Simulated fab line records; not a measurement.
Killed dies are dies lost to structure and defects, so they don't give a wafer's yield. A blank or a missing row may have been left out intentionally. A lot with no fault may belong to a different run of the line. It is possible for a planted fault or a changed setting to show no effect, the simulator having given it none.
fab line records	flow n5Finfet	part 1 of 2: steps 1 to 4 of 6
[record] lots = 20	wafers = 60	lastDay = 17
route steps=1938 shown GATE_CUT@473
lots that met no fault: from a run of the same line without faults
startH: the number of hours between the record's first day and the start of the first shown wafer of the lot	waitH: time in hours since the lot's previous step	" as in the row above	L1.1+2: several wafers, shown together as one row	- either no value or no given start	* or withheld: withheld	< > ~ a bound
route shown NAME@n: names a module that has steps shown in the file, with the first one's number in the route	usual: mean/standard deviation taken from wafers without a fault	same: alike in all rows	chamber/n: place in a boat	sites: per-site readings	_std_site: standard deviation of those values	_edge_site: mean of outer sites minus mean of inner sites	radiusMm: for every site, how far away it sits from the centre of the wafer	mask NAME#n: copy n	behind: the last tool/chamber to shape the wafer	hold: reason for holding the lot/hours on hold/outcome of the hold	device: transistor that didn't switch, given as n, p or np	end of line: tests of these same wafers at the route's end	a step with no rows: only its recipe	killed: at the first sort, the dies lost to defects and structure; wafer yield is something else	map: per-die view of a wafer (x killed, . not killed, _ where there is no die)
set.NAME: the setting as run; set.NAME@STEP: as run at that earlier step	model.NAME: the simulator's own value behind a step, which no gauge read
one table for each step of the route and one row for each wafer, over a sample of lots
services: the hour from which a tool's chamber was out of use, counted from the record's first day as startH (under 0 if before that day), plus the number of hours and why
[[steps]]
[step N5_GATE_CUT_SAC_CAP_01]
[recipe] material = SiNx	targetThkA = 240	tempC = 400	aldPrecursorFamily = SiH2I2	aldCoReactant = N2/H2-plasma	pulseTimeS = 1	aldCycles = 480	purgeTimeS = 2	coReactantPurgeTimeS = 2	pressureTorr = 2
[usual] heaterPowerW = 866/71	precursorPulseHeightRel = 0.998/0.017
lot.wafer	tool	chamber	startH	waitH	heaterPowerW	precursorPulseHeightRel
L074.3	aldSin-03	2	78.18	0.0	853	1.047
L074.4	"	3	"	"	866	0.997
L074.6	"	1	79.27	1.1	946	1.015
L075.3	aldSin-01	1	87.08	0.0	826	1.002
L075.4	"	2	"	"	788	0.996
L075.5	"	2	88.16	1.1	802	0.986
L077.1	aldSin-01	2	100.27	0.5	819	0.995
L077.4	"	3	"	"	830	0.984
L077.5	"	2	101.36	1.6	824	0.980
L078.2	aldSin-03	3	107.29	0.0	829	0.980
L078.5	"	3	108.37	1.1	825	1.002
L078.6	"	0	"	"	834	0.987
L080.2	aldSin-01	0	117.32	0.0	852	0.984
L080.3	"	1	"	"	836	1.023
L080.4	"	2	"	"	816	0.992
L081.1	aldSin-02	1	122.12	0.0	1013	1.008
L081.3	"	0	"	"	801	0.989
L081.4	"	3	"	"	898	1.007
L082.2	aldSin-02	1	127.79	0.0	1029	0.987
L082.3	"	0	"	"	821	0.992
L082.4	"	3	"	"	938	1.005
L083.1	aldSin-03	2	133.12	0.0	800	1.014
L083.5	"	0	134.21	1.1	834	1.019
L083.6	"	1	"	"	949	1.015
L084.1	aldSin-02	2	140.75	0.0	840	0.972
L084.5	"	0	141.84	1.1	829	0.983
L084.6	"	3	"	"	953	0.975
L085.2	aldSin-01	2	152.00	0.0	819	0.970
L085.3	"	0	"	"	883	1.020
L085.4	"	1	"	"	825	1.023
L086.2	aldSin-02	1	157.61	0.0	1049	1.006
L086.3	"	2	"	"	816	1.026
L086.6	"	1	158.69	1.1	1021	0.984
L087.2	aldSin-02	1	163.03	0.0	1030	0.973
L087.4	"	2	"	"	848	0.983
L087.5	"	0	164.11	1.1	811	0.994
L088.3	aldSin-01	1	172.27	0.0	819	0.981
L088.4	"	2	"	"	811	0.987
L088.6	"	0	173.36	1.1	851	0.987
L090.1	aldSin-01	1	177.92	0.0	862	1.005
L090.5	"	2	179.00	1.1	820	0.990
L090.6	"	1	"	"	832	1.009
L091.2	aldSin-01	1	184.25	0.0	839	0.963
L091.5	"	0	185.34	1.1	880	1.024
L091.6	"	3	"	"	816	1.029
L092.1	aldSin-03	2	194.48	0.0	803	0.994
L092.2	"	1	"	"	951	0.987
L092.4	"	3	"	"	813	1.016
L093.1	aldSin-03	3	196.97	0.0	823	0.986
L093.3	"	0	"	"	814	0.988
L093.6	"	0	198.05	1.1	838	1.031
L094.2	aldSin-01	1	204.00	0.3	825	1.000
L094.4	"	2	"	"	825	1.014
L094.5	"	2	205.08	1.4	803	0.996
L095.4	aldSin-02	2	209.07	0.3	852	0.999
L095.5	"	3	210.16	1.4	936	1.007
L095.6	"	0	"	"	839	0.992
L096.2	aldSin-01	1	214.59	0.0	865	0.980
L096.4	"	0	"	"	875	0.988
L096.6	"	1	215.67	1.1	838	1.012
[step N5_GATE_CUT_DESCUM_18]
[recipe] chemistry = O2	timeS = 7	sourcePowerW = 50	biasPowerW = 20	pressureMtorr = 20	rfFrequencyHz = 2.712e+07	tempC = 40	resist = CAR-EUV	o2FlowSccm = 225
[usual] drypumpMotorCurrentA = 5.6/0.31	oesProductAu = 0.77/0.056	rfVppV = 241.7/1.6	showerheadPlenumPTorr = 2.01/0.083	tempC = 40.01/0.12	throttleValvePct = 20.33/0.16
lot.wafer	tool	chamber	startH	waitH	drypumpMotorCurrentA	oesProductAu	rfHoursCounterH	rfVppV	showerheadPlenumPTorr	tempC	throttleValvePct
L074.3	rieDiel-04	3	81.41	0.1	6.0	0.81	96	241.4	2.03	40.09	20.12
L074.4	"	1	"	"	5.1	0.73	187	241.1	2.00	39.90	20.70
L074.6	"	1	"	"	5.1	0.73	-	242.2	2.00	39.95	20.70
L075.3	rieDiel-03	3	90.14	0.0	5.3	0.73	174	242.4	1.99	40.01	20.38
L075.4	"	1	"	"	6.1	0.94	14	241.0	2.06	40.24	20.24
L075.5	"	3	"	"	5.3	0.74	-	240.6	1.99	39.98	20.39
L077.1	rieDiel-04	0	103.45	0.0	5.2	0.70	213	243.5	2.07	39.87	20.36
L077.4	"	3	"	"	6.1	0.81	103	242.2	2.03	39.97	20.16
L077.5	"	0	"	"	5.2	0.70	-	243.3	2.07	40.05	20.37
L078.2	rieDiel-04	1	110.48	0.0	5.1	0.72	195	242.0	1.99	39.90	20.72
L078.5	"	2	"	"	5.8	0.77	-	240.6	1.93	39.99	20.25
L078.6	"	3	"	"	6.0	0.80	-	243.1	2.03	40.16	20.14
L080.2	rieDiel-03	2	120.56	0.2	5.4	0.79	116	241.8	1.94	39.93	20.24
L080.3	"	1	"	"	6.1	0.92	24	241.2	2.06	39.91	20.27
L080.4	"	0	"	"	5.5	0.78	120	240.3	1.94	40.22	20.45
L081.1	rieDiel-03	1	125.36	0.1	6.1	0.90	25	243.2	2.06	39.81	20.26
L081.3	"	2	"	"	5.4	0.79	118	240.4	1.94	40.17	20.25
L081.4	"	0	"	"	5.5	0.78	121	241.0	1.94	39.95	20.45
L082.2	rieDiel-03	2	131.04	0.0	5.4	0.80	119	241.2	1.94	39.85	20.25
L082.3	"	0	"	"	5.4	0.78	123	240.6	1.94	40.13	20.44
L082.4	"	1	"	"	6.1	0.91	27	241.6	2.06	40.07	20.27
L083.1	rieDiel-04	1	136.20	0.0	5.1	0.72	202	240.6	1.99	39.94	20.72
L083.5	"	3	"	"	6.0	0.79	-	242.3	2.03	39.87	20.17
L083.6	"	0	"	"	5.2	0.70	-	242.1	2.07	39.88	20.39
L084.1	rieDiel-03	3	143.84	0.0	5.3	0.72	192	241.4	1.98	39.83	20.42
L084.5	"	2	"	"	5.4	0.79	-	240.4	1.94	40.14	20.26
L084.6	"	1	"	"	6.1	0.90	-	243.0	2.06	40.07	20.27
L085.2	rieDiel-01	3	155.38	0.2	5.5	0.76	136	241.7	1.93	39.86	20.50
L085.3	"	2	"	"	5.7	0.80	110	243.3	2.11	39.99	20.07
L085.4	"	1	"	"	5.9	0.74	166	243.5	2.19	40.04	20.25
L086.2	rieDiel-01	1	160.69	0.0	6.0	0.73	168	244.1	2.19	40.15	20.27
L086.3	"	2	"	"	5.7	0.79	112	246.5	2.11	39.97	20.07
L086.6	"	3	"	"	5.5	0.78	-	240.7	1.93	40.08	20.51
L087.2	rieDiel-04	3	166.10	0.0	6.0	0.78	121	242.9	2.02	40.07	20.19
L087.4	"	1	"	"	5.1	0.72	-	241.3	1.99	39.93	20.73
L087.5	"	3	"	"	6.0	0.79	-	241.8	2.02	40.23	20.16
L088.3	rieDiel-01	1	175.47	0.0	6.0	0.73	173	245.0	2.19	39.83	20.26
L088.4	"	3	"	"	5.5	0.76	-	238.5	1.92	40.19	20.52
L088.6	"	1	"	"	6.0	0.73	-	243.3	2.19	39.87	20.27
L090.1	rieDiel-03	0	181.06	0.1	5.4	0.77	138	239.9	1.93	39.75	20.48
L090.5	"	1	"	"	6.1	0.88	-	241.3	2.05	39.99	20.28
L090.6	"	0	"	"	5.4	0.77	-	240.6	1.93	40.01	20.48
L091.2	rieDiel-03	2	187.56	0.1	5.4	0.77	137	239.7	1.93	40.03	20.28
L091.5	"	3	"	"	5.3	0.70	-	238.2	1.98	40.14	20.43
L091.6	"	0	"	"	5.5	0.76	-	241.4	1.93	39.96	20.50
L092.1	rieDiel-03	2	197.73	0.1	5.4	0.77	141	240.1	1.93	39.99	20.29
L092.2	"	0	"	"	5.5	0.75	143	240.8	1.93	39.68	20.49
L092.4	"	3	"	"	5.3	0.71	208	241.2	1.98	40.21	20.44
L093.1	rieDiel-03	1	200.07	0.0	6.1	0.87	49	243.6	2.05	39.91	20.31
L093.3	"	3	"	"	5.3	0.70	209	242.5	1.98	40.24	20.44
L093.6	"	2	"	"	5.4	0.77	-	241.5	1.93	39.90	20.28
L094.2	rieDiel-03	0	207.18	0.0	5.4	0.76	147	241.1	1.93	39.96	20.50
L094.4	"	1	"	"	6.1	0.87	51	242.4	2.05	40.08	20.32
L094.5	"	0	"	"	5.4	0.76	-	241.1	1.93	40.00	20.50
L095.4	rieDiel-01	0	212.27	0.0	5.7	0.80	86	244.6	2.13	40.17	20.12
L095.5	"	1	"	"	6.0	0.72	-	244.1	2.18	40.06	20.28
L095.6	"	2	"	"	5.7	0.78	-	242.0	2.11	40.09	20.11
L096.2	rieDiel-01	2	217.75	0.1	5.7	0.77	131	241.9	2.10	40.14	20.09
L096.4	"	1	"	"	6.0	0.71	188	245.3	2.18	39.72	20.28
L096.6	"	0	"	"	5.7	0.80	-	244.9	2.13	40.10	20.12
[step N5_GATE_CUT_ETCH_36]
[recipe] chemistry = CF4	target = SiARC	targetDepthA = 130	maskMaterial = CAR-EUV	timeS = 21.7	ionEnergyEv = 80	pressureMtorr = 40	sourceW = 545	biasW = 36	Ar_flow_sccm = 100	cf4FlowSccm = 100	ends = cleared
[usual] drypumpMotorCurrentA = 5.6/0.31	etchRfOnTimeS = 21.7/0.33	oesProductAu = 0.66/0.048	rfVppV = 183.1/1.2	showerheadPlenumPTorr = 2.06/0.075	throttleValvePct = 15.52/0.2
lot.wafer	tool	chamber	startH	waitH	drypumpMotorCurrentA	etchRfOnTimeS	oesProductAu	rfHoursCounterH	rfVppV	showerheadPlenumPTorr	throttleValvePct
L074.3	rieDiel-04	3	81.46	0.0	6.0	21.9	0.68	96	182.7	2.08	15.30
L074.4	"	1	"	"	5.1	22.2	0.63	187	182.1	2.05	15.86
L074.6	"	1	"	"	5.1	22.1	0.63	-	183.0	2.05	15.87
L075.3	rieDiel-03	3	90.19	0.0	5.3	21.6	0.63	174	185.6	2.05	15.69
L075.4	"	1	"	"	6.1	21.4	0.81	14	182.6	2.10	15.28
L075.5	"	3	"	"	5.3	21.6	0.63	-	183.6	2.05	15.70
L077.1	rieDiel-04	0	103.51	0.0	5.2	21.7	0.60	213	183.1	2.11	15.55
L077.4	"	3	"	"	6.0	21.6	0.68	103	182.2	2.08	15.32
L077.5	"	0	"	"	5.2	21.8	0.61	-	183.9	2.11	15.53
L078.2	rieDiel-04	1	110.54	0.0	5.1	22.0	0.62	195	182.5	2.05	15.88
L078.5	"	2	"	"	5.8	21.7	0.66	-	182.9	1.99	15.48
L078.6	"	3	"	"	6.0	21.4	0.69	-	184.7	2.07	15.30
L080.2	rieDiel-03	2	120.61	0.0	5.4	21.5	0.68	116	183.3	1.99	15.42
L080.3	"	1	"	"	6.0	21.3	0.80	24	182.2	2.10	15.29
L080.4	"	0	"	"	5.4	22.1	0.67	120	181.8	1.99	15.63
L081.1	rieDiel-03	1	125.41	0.0	6.1	21.1	0.79	25	183.5	2.10	15.31
L081.3	"	2	"	"	5.4	21.7	0.68	118	181.6	1.99	15.41
L081.4	"	0	"	"	5.4	22.1	0.66	121	182.9	1.99	15.64
L082.2	rieDiel-03	2	131.09	0.0	5.4	21.8	0.67	119	181.7	1.99	15.41
L082.3	"	0	"	"	5.5	22.3	0.66	123	182.1	1.99	15.64
L082.4	"	1	"	"	6.1	21.4	0.78	27	183.7	2.09	15.32
L083.1	rieDiel-04	1	136.25	0.0	5.1	22.0	0.62	202	183.7	2.04	15.90
L083.5	"	3	"	"	6.0	21.7	0.67	-	183.7	2.07	15.32
L083.6	"	0	"	"	5.2	22.1	0.59	-	183.3	2.11	15.57
L084.1	rieDiel-03	3	143.89	0.0	5.3	21.4	0.62	192	183.6	2.05	15.71
L084.5	"	2	"	"	5.4	21.7	0.67	-	182.5	1.99	15.44
L084.6	"	1	"	"	6.1	21.4	0.77	-	183.0	2.09	15.31
L085.2	rieDiel-01	3	155.44	0.0	5.5	21.9	0.65	136	181.7	1.99	15.78
L085.3	"	2	"	"	5.7	21.4	0.68	110	185.1	2.15	15.26
L085.4	"	1	"	"	6.0	22.0	0.63	166	185.1	2.22	15.41
L086.2	rieDiel-01	1	160.74	0.0	6.0	21.9	0.62	168	185.4	2.22	15.42
L086.3	"	2	"	"	5.7	21.0	0.69	112	183.4	2.15	15.26
L086.6	"	3	"	"	5.5	21.8	0.66	-	183.1	1.99	15.78
L087.2	rieDiel-04	3	166.15	0.0	6.1	21.6	0.66	121	183.1	2.07	15.33
L087.4	"	1	"	"	5.1	21.8	0.62	-	183.9	2.04	15.91
L087.5	"	3	"	"	6.0	21.6	0.67	-	184.2	2.07	15.34
L088.3	rieDiel-01	1	175.53	0.0	5.9	22.2	0.62	173	184.7	2.22	15.43
L088.4	"	3	"	"	5.5	21.9	0.65	-	181.9	1.99	15.78
L088.6	"	1	"	"	5.9	22.1	0.62	-	184.0	2.22	15.43
L090.1	rieDiel-03	0	181.12	0.0	5.5	22.1	0.65	138	183.7	1.99	15.66
L090.5	"	1	"	"	6.1	21.2	0.76	-	183.4	2.09	15.33
L090.6	"	0	"	"	5.5	22.1	0.65	-	182.2	1.99	15.65
L091.2	rieDiel-03	2	187.61	0.0	5.4	21.7	0.66	137	182.7	1.98	15.45
L091.5	"	3	"	"	5.3	21.4	0.61	-	182.0	2.04	15.76
L091.6	"	0	"	"	5.4	22.0	0.64	-	182.4	1.99	15.66
L092.1	rieDiel-03	2	197.78	0.0	5.4	21.9	0.66	141	181.6	1.98	15.47
L092.2	"	0	"	"	5.4	22.0	0.64	143	183.2	1.99	15.68
L092.4	"	3	"	"	5.3	21.5	0.61	208	183.9	2.04	15.77
L093.1	rieDiel-03	1	200.12	0.0	6.1	21.7	0.74	49	184.6	2.09	15.36
L093.3	"	3	"	"	5.3	21.8	0.60	209	183.4	2.04	15.77
L093.6	"	2	"	"	5.4	22.1	0.65	-	181.0	1.98	15.46
L094.2	rieDiel-03	0	207.23	0.0	5.5	22.2	0.64	147	182.8	1.98	15.66
L094.4	"	1	"	"	6.1	21.2	0.75	51	182.9	2.09	15.35
L094.5	"	0	"	"	5.4	22.2	0.64	-	182.3	1.98	15.67
L095.4	rieDiel-01	0	212.32	0.0	5.7	21.0	0.70	86	183.9	2.17	15.27
L095.5	"	1	"	"	6.0	21.7	0.62	-	183.5	2.22	15.44
L095.6	"	2	"	"	5.7	21.0	0.68	-	184.4	2.14	15.32
L096.2	rieDiel-01	2	217.80	0.0	5.7	21.3	0.67	131	184.5	2.14	15.31
L096.4	"	1	"	"	6.0	21.9	0.61	188	184.7	2.22	15.46
L096.6	"	0	"	"	5.7	20.9	0.70	-	184.1	2.17	15.28
[step N5_GATE_CUT_ETCH_37]
[recipe] chemistry = N2/H2	target = SOC	targetDepthA = 600	overetchA = 120	maskMaterial = SiARC	tempC = 40	timeS = 90	ionEnergyEv = 200	pressureMtorr = 30	sourceW = 840	biasW = 150	n2FlowSccm = 200	h2FlowSccm = 200
[usual] drypumpMotorCurrentA = 5.6/0.31	oesProductAu = 0.70/0.047	rfVppV = 521.1/2.9	showerheadPlenumPTorr = 2.44/0.097	tempC = 40.00/0.1	throttleValvePct = 17.72/0.19
lot.wafer	tool	chamber	startH	waitH	drypumpMotorCurrentA	oesProductAu	rfHoursCounterH	rfVppV	showerheadPlenumPTorr	tempC	throttleValvePct
L074.3	rieDiel-04	3	81.49	0.0	6.1	0.71	96	520.8	2.47	40.04	17.57
L074.4	"	1	"	"	5.1	0.67	187	520.2	2.43	40.07	18.17
L074.6	"	1	"	"	5.1	0.66	-	520.7	2.43	40.10	18.16
L075.3	rieDiel-03	3	90.22	0.0	5.3	0.66	174	519.9	2.42	39.89	17.88
L075.4	"	1	"	"	6.1	0.84	14	522.7	2.50	39.97	17.63
L075.5	"	3	"	"	5.3	0.66	-	520.3	2.42	40.03	17.86
L077.1	rieDiel-04	0	103.53	0.0	5.2	0.64	213	523.5	2.51	39.94	17.83
L077.4	"	3	"	"	6.0	0.72	103	521.1	2.46	39.90	17.58
L077.5	"	0	"	"	5.2	0.64	-	524.1	2.51	40.02	17.85
L078.2	rieDiel-04	1	110.56	0.0	5.2	0.66	195	519.7	2.42	40.01	18.18
L078.5	"	2	"	"	5.8	0.69	-	518.2	2.34	40.15	17.55
L078.6	"	3	"	"	6.0	0.72	-	521.8	2.46	39.86	17.60
L080.2	rieDiel-03	2	120.64	0.0	5.4	0.71	116	518.4	2.35	40.23	17.64
L080.3	"	1	"	"	6.1	0.82	24	521.5	2.49	40.07	17.63
L080.4	"	0	"	"	5.5	0.71	120	517.9	2.34	39.92	17.86
L081.1	rieDiel-03	1	125.44	0.0	6.1	0.82	25	522.6	2.49	40.11	17.64
L081.3	"	2	"	"	5.4	0.71	118	518.1	2.35	40.11	17.62
L081.4	"	0	"	"	5.5	0.70	121	518.1	2.34	39.97	17.86
L082.2	rieDiel-03	2	131.12	0.0	5.4	0.71	119	518.2	2.35	39.94	17.63
L082.3	"	0	"	"	5.4	0.70	123	518.9	2.34	40.10	17.86
L082.4	"	1	"	"	6.1	0.82	27	522.9	2.49	39.88	17.63
L083.1	rieDiel-04	1	136.28	0.0	5.1	0.66	202	519.8	2.42	40.07	18.20
L083.5	"	3	"	"	6.0	0.71	-	522.7	2.46	40.12	17.61
L083.6	"	0	"	"	5.2	0.64	-	523.5	2.51	39.88	17.84
L084.1	rieDiel-03	3	143.92	0.0	5.3	0.65	192	520.7	2.42	39.86	17.91
L084.5	"	2	"	"	5.4	0.70	-	517.9	2.35	39.86	17.62
L084.6	"	1	"	"	6.1	0.80	-	522.0	2.49	40.00	17.65
L085.2	rieDiel-01	3	155.46	0.0	5.5	0.69	136	518.8	2.34	39.94	17.87
L085.3	"	2	"	"	5.8	0.72	110	524.3	2.57	40.00	17.41
L085.4	"	1	"	"	6.0	0.66	166	526.2	2.64	40.04	17.60
L086.2	rieDiel-01	1	160.77	0.0	6.0	0.66	168	526.2	2.63	39.93	17.59
L086.3	"	2	"	"	5.8	0.71	112	524.9	2.57	39.85	17.42
L086.6	"	3	"	"	5.5	0.68	-	518.5	2.34	40.08	17.86
L087.2	rieDiel-04	3	166.18	0.0	6.0	0.69	121	520.9	2.46	39.94	17.62
L087.4	"	1	"	"	5.1	0.65	-	520.3	2.42	39.96	18.20
L087.5	"	3	"	"	6.0	0.70	-	520.2	2.46	40.02	17.61
L088.3	rieDiel-01	1	175.55	0.0	6.0	0.66	173	526.2	2.63	40.20	17.61
L088.4	"	3	"	"	5.5	0.68	-	517.8	2.34	39.89	17.88
L088.6	"	1	"	"	6.0	0.65	-	527.3	2.63	40.16	17.60
L090.1	rieDiel-03	0	181.14	0.0	5.4	0.69	138	517.3	2.34	39.93	17.88
L090.5	"	1	"	"	6.1	0.78	-	521.7	2.49	39.86	17.68
L090.6	"	0	"	"	5.4	0.69	-	518.7	2.34	40.18	17.88
L091.2	rieDiel-03	2	187.64	0.0	5.4	0.70	137	517.1	2.35	39.98	17.65
L091.5	"	3	"	"	5.3	0.64	-	519.2	2.41	40.04	17.93
L091.6	"	0	"	"	5.5	0.69	-	518.4	2.34	40.10	17.90
L092.1	rieDiel-03	2	197.81	0.0	5.4	0.69	141	517.9	2.34	40.05	17.64
L092.2	"	0	"	"	5.5	0.69	143	518.9	2.34	40.05	17.91
L092.4	"	3	"	"	5.3	0.64	208	519.3	2.41	39.88	17.91
L093.1	rieDiel-03	1	200.15	0.0	6.1	0.78	49	523.3	2.48	39.94	17.67
L093.3	"	3	"	"	5.3	0.64	209	519.7	2.41	39.99	17.92
L093.6	"	2	"	"	5.4	0.68	-	518.6	2.34	40.00	17.66
L094.2	rieDiel-03	0	207.26	0.0	5.5	0.68	147	517.6	2.33	40.20	17.91
L094.4	"	1	"	"	6.1	0.78	51	523.0	2.48	40.19	17.69
L094.5	"	0	"	"	5.4	0.68	-	519.4	2.33	40.10	17.90
L095.4	rieDiel-01	0	212.35	0.0	5.7	0.72	86	525.1	2.58	40.01	17.47
L095.5	"	1	"	"	6.0	0.65	-	525.9	2.63	39.95	17.62
L095.6	"	2	"	"	5.7	0.70	-	524.8	2.56	39.92	17.44
L096.2	rieDiel-01	2	217.83	0.0	5.7	0.70	131	524.2	2.56	39.79	17.44
L096.4	"	1	"	"	6.0	0.65	188	526.9	2.63	39.96	17.62
L096.6	"	0	"	"	5.7	0.73	-	524.7	2.58	40.10	17.47
